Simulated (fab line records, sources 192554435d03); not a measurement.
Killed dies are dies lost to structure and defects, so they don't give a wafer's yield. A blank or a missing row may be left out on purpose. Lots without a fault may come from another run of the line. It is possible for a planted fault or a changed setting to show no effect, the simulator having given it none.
Split-lot trial	flow n5Finfet	7 lots, 21 wafers read, on a route of 1938 steps

ON THE SPLIT
At N5_MOL_CONTACT_COAG_EXPOSE_37 (exposes mask VD, defocus 0 nm), the setting doseMj was moved away from the recipe's 62 on 5 of the 21 wafers read, by -7.0% to -4.0%. All remaining wafers had this setting at the recipe value.

FROM THE SPLIT TO THE READING: what the file shows between them, 2 steps
- N5_MOL_CONTACT_COAG_PEB_38: peb time 60 s
- N5_MOL_CONTACT_COAG_DEVELOP_39: develop time 30 s

THE READING
cdNm at N5_MOL_CONTACT_COAG_CD_MEAS_40, given in nm (cd target 25.1 nm). A value of 25.23 nm with a standard deviation of 0.25 nm is what fault-free wafers of this fab line usually give.

wafer	tool, chamber at the split	doseMj as run	against the recipe	cdNm, nm	against lot-mates on the recipe
L081.1	euvScanner-01, 0	62	recipe	25.48	-
L081.2	euvScanner-01, 0	57.68	-7.0%	23.73	-1.68
L081.3	euvScanner-01, 0	62	recipe	25.34	-
L082.2	euvScanner-01, 0	62	recipe	24.59	-
L082.4	euvScanner-01, 0	62	recipe	25.38	-
L082.6	euvScanner-01, 0	62	recipe	25.29	-
L083.2	euvScanner-02, 0	62	recipe	25.19	-
L083.3	euvScanner-02, 0	62	recipe	25.09	-
L083.6	euvScanner-02, 0	62	recipe	25.14	-
L085.1	euvScanner-02, 0	59.54	-4.0%	24.43	-0.63
L085.2	euvScanner-02, 0	62	recipe	25.06	-
L085.5	euvScanner-02, 0	59.54	-4.0%	24.55	-0.51
L087.3	euvScanner-02, 0	62	recipe	25.47	-
L087.4	euvScanner-02, 0	62	recipe	25.44	-
L087.5	euvScanner-02, 0	62	recipe	25.38	-
L091.1	euvScanner-01, 0	62	recipe	25.37	-
L091.2	euvScanner-01, 0	59.29	-4.4%	24.57	-0.80
L091.6	euvScanner-01, 0	59.29	-4.4%	24.24	-1.13
L093.3	euvScanner-01, 0	62	recipe	24.93	-
L093.4	euvScanner-01, 0	62	recipe	25.09	-
L093.5	euvScanner-01, 0	62	recipe	25.25	-

FIT RESULTS
A straight line over all 21 wafers: cdNm changes by +0.198 nm for each +1% of doseMj; r = +0.89; the points scatter about the line by 0.22 nm.
The same after taking each lot's own level away (the mean of its wafers on the recipe; 21 wafers): +0.211 nm for each +1%; r = +0.92; scatter 0.19 nm.
On that fit, the largest move of doseMj shifts the reading by 1.5 nm.
From 25.060 to 25.430 nm: that is the span of the lots' own levels, equal to 1.5 times the standard deviation above.
So the lot-to-lot level changes the slope little: the two slopes agree.
Check: for one of the wafers moved furthest among these (-7.0%), held out of the fit, the line's prediction against its lot-mates is -1.3 nm. It came out at -1.68 nm against them.

FURTHER SPLITS ON THESE WAFERS
Before the reading, these wafers also passed through other splits. Each is held against what the fit with the lots' levels taken away leaves over:
other split on the same wafers	wafers away from the commonest value	r with cdNm (lot level and that fit taken away)
N5_ZERO_LAYER_EXPOSE_08 doseMj	9	-0.12
N5_WELL_APT_PEB_23 pebTimeS	6	-0.17
N5_FIN_SAQP_EXPOSE_13 doseMj	7	+0.16
N5_DUMMY_GATE_COAT_28 spinRpm	5	+0.13
N5_SD_EPI_N_EPI_21 tempC	8	+0.02
N5_SD_EPI_P_COAT_34 spinRpm	5	+0.10
N5_SD_ACTIVATION_LSA_01 tempC	5	-0.48
N5_HKMG_FIN_EXPOSE_09 doseMj	5	-0.01
N5_HKMG_FIN_COAT_85 spinRpm	4	+0.00

FILE'S OWN FIT
cdNm changes by +0.218 nm for each +1% of doseMj, r = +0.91.
